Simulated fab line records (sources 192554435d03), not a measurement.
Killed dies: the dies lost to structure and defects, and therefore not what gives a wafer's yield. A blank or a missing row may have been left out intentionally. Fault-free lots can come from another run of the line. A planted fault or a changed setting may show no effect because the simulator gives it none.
Matching of chambers ; flow n5_finfet ; rie_diel-03 running N5_DUMMY_REMOVAL_STRIP_10: 4 sister chambers
The step strips in N2/H2, time 40 s. 4 wafers are shown with their chamber, then 8 later ones without.

== WAFERS PAIRED WITH THEIR CHAMBERS ==
wafer;chamber;showerhead_plenum_p_Torr (Torr)
L077.6;2;3.36
L082.2;0;3.50
L082.3;1;3.36
L088.1;3;3.57

== WAFERS WITH NO CHAMBER GIVEN ==
wafer;showerhead_plenum_p_Torr (Torr)
L088.3;3.35
L088.5;3.35
L092.2;3.49
L092.5;3.35
L092.6;3.34
L096.1;3.35
L096.3;3.49
L096.4;3.56

== EACH ONE'S CHAMBER ==
wafer;from the rows above;in truth
L088.3;can't be placed: 1 or 2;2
L088.5;can't be placed: 1 or 2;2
L092.2;0;0
L092.5;can't be placed: 1 or 2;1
L092.6;can't be placed: 1 or 2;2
L096.1;can't be placed: 1 or 2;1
L096.3;0;0
L096.4;3;3
Placed correctly: 3 of 8. Not placeable from these rows: 5 (in 5, the candidates include the true chamber). 0 placed wrongly.
How it was worked out, from the rows above alone: a wafer's distance from a chamber is the root of the sum, over the readings, of the square of ((its reading less the chamber's mean) divided by the reading's scatter). If the next closest chamber is less than 2 further off than the closest, the wafer can't be placed; otherwise it belongs to the closest. A chamber's mean is the mean of its shown wafers. The scatter: root of mean squared gap, hidden wafer to nearest shown wafer, with one shown wafer a chamber.
